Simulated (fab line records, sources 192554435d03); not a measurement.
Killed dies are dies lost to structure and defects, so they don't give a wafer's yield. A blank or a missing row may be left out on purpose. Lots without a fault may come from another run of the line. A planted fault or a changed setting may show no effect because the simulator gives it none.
fab line records | flow n5_finfet
record lots=5 wafers=14 last_day=19
route steps=1938 shown BEOL_M5@1174 PASSIVATION@1936
lots that met no fault: from a run of the same line without faults
start_h: hours from the record's first day to the start of the lot's first wafer shown | wait_h: hours since the lot's step before | " the same as in the row above | L1.1+2: a row that stands for several wafers | - no value, or no start given | * or withheld: withheld | < > ~ a bound
route shown NAME@n: a module of which the file shows steps, and the number in the route of the first | usual: mean/standard deviation of fault-free wafers | same: alike in all rows | chamber/n: place in a boat | sites: the reading at each site | _std_site: their standard deviation | _edge_site: outer sites' mean less inner sites' | radius_mm: how far each site lies from the wafer's centre | mask NAME#n: copy n | behind: the tool/chamber that last shaped the wafer | hold: why the lot was held/for how many hours/how that ended | device: the transistor (n, p or np) that didn't switch | end of line: the same wafers' tests at the end of the route | a step without rows: its recipe alone | killed: dies lost to structure and defects at the first sort, not the wafer's yield | map: a wafer's dies, x killed, . not, _ none there
set.NAME: the setting as run; set.NAME@STEP: as run at that earlier step | model.NAME: the simulator's own value behind a step, which no gauge read
lots at some steps of the route; a table a step, a row a wafer
services: from which hour (start_h, from the record's first day; less than 0 if before it) a tool's chamber was out of use, for how many hours, and why
## steps
# step N5_BEOL_M5_CVD_47
# recipe material=Co target_thk_a=30 temp_c=withheld precursor=CCTBA/H2 pressure_torr=30 time_s=216
# step N5_BEOL_M5_SPUTTER_48
# recipe material=Cu target_thk_a=150 temp_c=-20 chamber_pressure_pa=0.07 power_w=withheld time_s=27.62
# usual throttle_valve_pct=30.2/1.4
# columns lot.wafer tool chamber start_h wait_h throttle_valve_pct
L658.1 pvd_sputter-03 - 218.39 0.2 28.2
L658.4 " - " " 29.9
L658.6 " - " " 29.7
L659.1 pvd_sputter-01 - 227.96 0.1 33.3
L659.3 " - " " 30.5
L659.5 " - " " 33.0
L668.3 pvd_sputter-01 - 284.29 0.2 29.3
L668.6 " - " " 31.4
L674.1 pvd_sputter-01 - 324.77 0.2 30.5
L674.4 " - " " 30.5
L674.6 " - " " 29.6
L679.2 pvd_sputter-02 - 352.65 0.1 28.1
L679.4 " - " " 30.0
L679.5 " - " " 30.4
# step N5_BEOL_M5_ANNEAL_49
# recipe temp_c=400 time_s=1800 ambient=vacuum
# usual heater_power_w=785/95
# columns lot.wafer tool chamber start_h wait_h heater_power_w
L658.1 pvd_sputter-03 - 218.47 0.0 843
L658.4 " - " " 758
L658.6 " - " " 741
L659.1 pvd_sputter-01 - 228.04 0.0 887
L659.3 " - " " 757
L659.5 " - " " 897
L668.3 pvd_sputter-01 - 284.37 0.0 966
L668.6 " - " " 670
L674.1 pvd_sputter-01 - 324.85 0.0 790
L674.4 " - " " 728
L674.6 " - " " 960
L679.2 pvd_sputter-02 - 352.73 0.0 782
L679.4 " - " " 863
L679.5 " - " " 741
# step N5_BEOL_M5_SPUTTER_81
# recipe material=Cu target_thk_a=150 temp_c=-20 chamber_pressure_pa=0.07 power_w=withheld time_s=27.62
# step N5_BEOL_M5_ANNEAL_82
# recipe temp_c=400 time_s=1800 ambient=vacuum
# step N5_BEOL_M5_SPUTTER_83
# recipe material=Cu target_thk_a=150 temp_c=-20 chamber_pressure_pa=0.07 power_w=withheld time_s=27.62
# step N5_BEOL_M5_ANNEAL_84
# recipe temp_c=400 time_s=1800 ambient=vacuum
# usual heater_power_w=787/96
# columns lot.wafer tool chamber start_h wait_h heater_power_w
L658.1 pvd_sputter-03 - 220.64 0.0 843
L658.4 " - " " 741
L658.6 " - " " 773
L659.1 pvd_sputter-01 - 230.21 0.0 879
L659.3 " - " " 734
L659.5 " - " " 878
L668.3 pvd_sputter-01 - 286.54 0.0 973
L668.6 " - " " 663
L674.1 pvd_sputter-01 - 327.02 0.0 757
L674.4 " - " " 745
L674.6 " - " " 932
L679.2 pvd_sputter-02 - 354.91 0.0 805
L679.4 " - " " 880
L679.5 " - " " 724
# step N5_BEOL_M5_SPUTTER_88
# recipe material=Cu target_thk_a=150 temp_c=-20 chamber_pressure_pa=0.07 power_w=withheld time_s=27.62
# usual throttle_valve_pct=30.2/1.4
# columns lot.wafer tool chamber start_h wait_h throttle_valve_pct
L658.1 pvd_sputter-03 - 221.65 0.5 28.2
L658.4 " - " " 29.8
L658.6 " - " " 29.6
L659.1 pvd_sputter-01 - 231.22 0.5 33.5
L659.3 " - " " 30.6
L659.5 " - " " 33.4
L668.3 pvd_sputter-01 - 287.55 0.5 29.2
L668.6 " - " " 31.4
L674.1 pvd_sputter-01 - 328.03 0.5 30.5
L674.4 " - " " 30.5
L674.6 " - " " 29.6
L679.2 pvd_sputter-02 - 355.91 0.5 27.9
L679.4 " - " " 30.2
L679.5 " - " " 30.2
# step N5_BEOL_M5_ANNEAL_89
# recipe temp_c=400 time_s=1800 ambient=vacuum
# step N5_BEOL_M5_SPUTTER_90
# recipe material=Cu target_thk_a=45 temp_c=-20 chamber_pressure_pa=0.07 power_w=withheld time_s=8.29
# step N5_BEOL_M5_ECD_50
# recipe material=Cu target_thk_a=3000
# step N5_BEOL_M5_ANNEAL_51
# recipe temp_c=225 time_s=90 ambient=N2
# usual wafer_temp_C_max=225.81/0.27
# columns lot.wafer tool chamber start_h wait_h wafer_temp_C_max
L658.1 rtp_anneal-01 0 222.94 0.1 225.68
L658.4 " 0 " " 225.63
L658.6 " 0 " " 225.84
L659.1 rtp_anneal-02 0 232.51 0.1 226.16
L659.3 " 0 " " 226.30
L659.5 " 0 " " 226.35
L668.3 rtp_anneal-01 0 288.93 0.1 225.65
L668.6 " 0 " " 225.97
L674.1 rtp_anneal-01 0 329.32 0.1 226.02
L674.4 " 0 " " 225.68
L674.6 " 0 " " 226.07
L679.2 rtp_anneal-01 0 357.25 0.1 225.75
L679.4 " 0 " " 225.55
L679.5 " 0 " " 225.70
# step N5_BEOL_M5_CMP_52
# recipe stop_on=SiCOH_lowk t_overpolish_s=6.9 down_force_psi=1 platen_rpm=50 clearing_platen_down_force_psi=1.5 clearing_platen_rpm=50 post_cmp_clean=cu_alkaline target_thk_nm=62 clearing_platen_pad_velocity_m_s=0.99484 pad_velocity_m_s=0.99484
# usual barrier_field_endpoint_s=24.5/0.65 motor_current_A=5.9/0.53 overpolish_run_s=6.899/0.0094 time_to_endpoint_s=60/3.1
# columns lot.wafer tool chamber start_h wait_h barrier_field_endpoint_s motor_current_A overpolish_run_s time_to_endpoint_s model.SiCOH_lowk_of_BEOL_M5_ILD_DEP_00.thk_nm
L658.1 cmp-01 3 223.24 0.3 24.1 5.4 6.907 58 118.4
L658.4 " 0 " " 24.3 5.9 6.906 59 119
L658.6 " 0 " " 24.1 6.3 6.909 56 118.6
L659.3 cmp-03 0 232.81 0.2 24.3 5.4 6.910 58 115.8
L659.1 " 3 " " 25.4 5.6 6.913 65 114.6
L659.5 " 0 " " 24.7 5.1 6.904 61 115.6
L668.3 cmp-03 0 289.19 0.2 13.3 5.2 6.901 31 115.6
L668.6 " 3 " " 26.1 5.5 6.903 61 120.8
L674.4 cmp-02 0 329.62 0.1 24.3 7.1 6.891 59 119.6
L674.1 " 1 " " 25.2 6.0 6.888 63 119.2
L674.6 " 1 " " 25.2 6.1 6.891 65 121.2
L679.2 cmp-01 3 357.50 0.2 24.7 5.2 6.899 65 116.2
L679.4 " 2 " " 24.4 6.5 6.905 62 118.2
L679.5 " 0 " " 23.6 6.3 6.896 58 119
# step N5_PASSIVATION_PROBE_49
# usual defect_limited_yield=91.0/1.4 killed_at_M0_to_M3=33/11 killed_at_M4_up=14/5 killed_at_contacts=11/7.3 killed_at_front_end=43/12 killed_at_other=4/3.1 killed_dies=106/17 killed_open=69/13 killed_short=34/8.7 sort_bin_5_function=5.2/0.96 sort_bin_6_memory=3.3/0.66 sort_n_pass=1074/17 sort_yield_pct=91.0/1.4
# same gross_dies=1180 killed_at_back_side=0 sort_bin_4_leakage[%]=0 sort_bin_8_speed[%]=0
# columns lot.wafer tool chamber start_h wait_h defect_limited_yield[%] killed_at_M0_to_M3 killed_at_M4_up killed_at_contacts killed_at_front_end killed_at_other killed_dies killed_open killed_short sort_bin_5_function[%] sort_bin_6_memory[%] sort_n_pass sort_yield_pct[%]
L658.1 prober-01 - 321.53 0.0 92.9 32 16 8 22 6 84 67 17 3.9 3.1 1096 92.9
L658.4 prober-01 - 321.68 0.2 90.8 57 13 7 29 3 109 67 42 4.8 4.2 1071 90.8
L658.6 prober-01 - 321.78 0.3 91.6 38 13 11 32 5 99 79 19 5.4 2.8 1081 91.6
L674.1 prober-01 - 424.94 0.0 91.6 26 18 15 40 0 99 71 24 5.7 2.6 1081 91.6
L674.4 prober-01 - 425.09 0.2 93.1 19 7 17 36 2 81 57 24 3.8 2.9 1099 93.1
L674.6 prober-01 - 425.19 0.3 90.8 24 14 26 41 3 108 68 40 5.7 3.1 1072 90.8
L679.2 prober-01 - 450.84 0.1 90.3 19 25 20 50 0 114 80 33 6.4 3.2 1066 90.3
L679.4 prober-01 - 450.94 0.2 89.4 37 13 27 44 4 125 77 43 6.1 4.0 1055 89.4
L679.5 prober-01 - 450.99 0.2 92.3 17 17 15 38 4 91 63 22 3.9 2.9 1089 92.3
# killed by level:class
L658.1 BEOL_M4:geometric_particle:open=9 BEOL_M0_SAQP:geometric_particle:open=7 BEOL_M3:geometric_particle:open=7 BEOL_M1:geometric_particle:open=7 DUMMY_GATE:geometric_particle:open=6 MOL_CONTACT_COAG:geometric_particle:open=6 STI_FIN_REVEAL:geometric_particle:open=5 BEOL_M0:geometric_particle:open=5
L658.4 BEOL_M0_SAQP:geometric_particle:short=14 BEOL_M0_SAQP:geometric_particle:open=10 BEOL_M2:geometric_particle:open=9 BEOL_M4:geometric_particle:open=7 MOL_CONTACT_COAG:geometric_particle:open=6 BEOL_M1:geometric_particle:open=6 BEOL_M3:geometric_particle:open=6 FIN_SAQP:geometric_particle:short=4
L658.6 MOL_CONTACT_COAG:geometric_particle:open=11 BEOL_M3:geometric_particle:open=11 BEOL_M0_SAQP:geometric_particle:open=9 DUMMY_GATE:geometric_particle:open=7 BEOL_M2:geometric_particle:open=7 FIN_SAQP:geometric_particle:open=4 GATE_CUT:geometric_particle:short=4 GATE_CUT:geometric_particle:open=4
L674.1 BEOL_M2:geometric_particle:open=14 MOL_CONTACT_COAG:geometric_particle:open=13 STI_FIN_REVEAL:geometric_particle:open=10 FIN_SAQP:geometric_particle:open=6 DUMMY_GATE:geometric_particle:open=5 BEOL_M4:geometric_particle:open=4 BEOL_M5:geometric_particle:open=4 STI_FIN_REVEAL:geometric_particle:short=3
L674.4 MOL_CONTACT_COAG:geometric_particle:open=15 FIN_SAQP:geometric_particle:short=9 BEOL_M2:geometric_particle:open=8 FIN_SAQP:geometric_particle:open=7 STI_FIN_REVEAL:geometric_particle:open=6 GATE_CUT:geometric_particle:open=3 BEOL_M0_SAQP:geometric_particle:open=3 BEOL_M3:geometric_particle:short=3
L674.6 MOL_CONTACT_COAG:geometric_particle:open=22 FIN_SAQP:geometric_particle:short=11 BEOL_M0_SAQP:geometric_particle:open=9 BEOL_M5:geometric_particle:short=5 STARTING-WAFER:geometric_particle:open=5 STI_FIN_REVEAL:geometric_particle:open=5 DUMMY_GATE:geometric_particle:open=5 BEOL_M4:geometric_particle:open=5
L679.2 MOL_CONTACT_COAG:geometric_particle:open=15 BEOL_M4:geometric_particle:open=11 FIN_SAQP:geometric_particle:open=8 FIN_SAQP:geometric_particle:short=7 BEOL_M5:geometric_particle:open=7 BEOL_M3:geometric_particle:open=6 STARTING-WAFER:geometric_particle:short=6 STI_FIN_REVEAL:geometric_particle:open=5
L679.4 MOL_CONTACT_COAG:geometric_particle:open=17 BEOL_M2:geometric_particle:open=12 MOL_CONTACT_COAG:geometric_particle:short=10 FIN_SAQP:geometric_particle:open=7 ILD0:geometric_particle:open=6 BEOL_M0_SAQP:geometric_particle:open=5 BEOL_M0_SAQP:geometric_particle:short=5 BEOL_M3:geometric_particle:open=5
L679.5 MOL_CONTACT_COAG:geometric_particle:open=13 STI_FIN_REVEAL:geometric_particle:open=9 HKMG_FIN:area_etch=6 GATE_CUT:geometric_particle:short=5 BEOL_M0_SAQP:geometric_particle:open=4 FIN_SAQP:geometric_particle:open=4 BEOL_M1:geometric_particle:open=4 BEOL_M2:geometric_particle:open=4
## services
# columns tool chamber start_h hours kind
cmp-03 - 211.86 0.5 repair
cmp-02 - 212.65 4.0 pm
cmp-02 - 216.65 - consumable_replace:conditioner
cmp-02 - 216.65 - consumable_replace:pad
cmp-02 - 253.81 1.8 repair
cmp-02 - 276.03 0.5 repair
cmp-02 - 277.21 8.7 pm
cmp-03 - 303.28 0.5 repair
rtp_anneal-01 - 317.71 2.4 pm
cmp-01 - 327.24 4.1 pm
cmp-01 - 331.60 2.1 repair
cmp-03 - 335.78 5.1 pm
cmp-01 - 342.81 4.0 pm
cmp-01 - 346.81 - consumable_replace:conditioner
cmp-01 - 346.81 - consumable_replace:pad
cmp-01 - 346.81 7.1 pm
pvd_sputter-03 - 353.36 1.1 repair
pvd_sputter-03 - 355.01 3.2 repair
## key
first_sign step=N5_BEOL_M5_CMP_52 reading=barrier_field_endpoint_s direction=down sigmas=17 usual=24.5 struck=13.3
effect step=N5_BEOL_M5_CMP_52 reading=time_to_endpoint_s direction=down sigmas=9.7 usual=* struck=*
model_effect step=N5_BEOL_M5_CMP_52 value=SiCOH_lowk_of_BEOL_M5_ILD_DEP_00.thk_nm without=118 struck=115.6
met_at N5_BEOL_M5_CMP_52
struck_wafers L668.3
onset_between 232.81 289.19
fault kind=process_parameter_drift tool=cmp-03 chamber=- onset_h=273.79 steps=N5_BEOL_M5_CMP_52 channel=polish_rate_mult offset=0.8 shape=step end_h=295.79 scope=struck_wafers_only
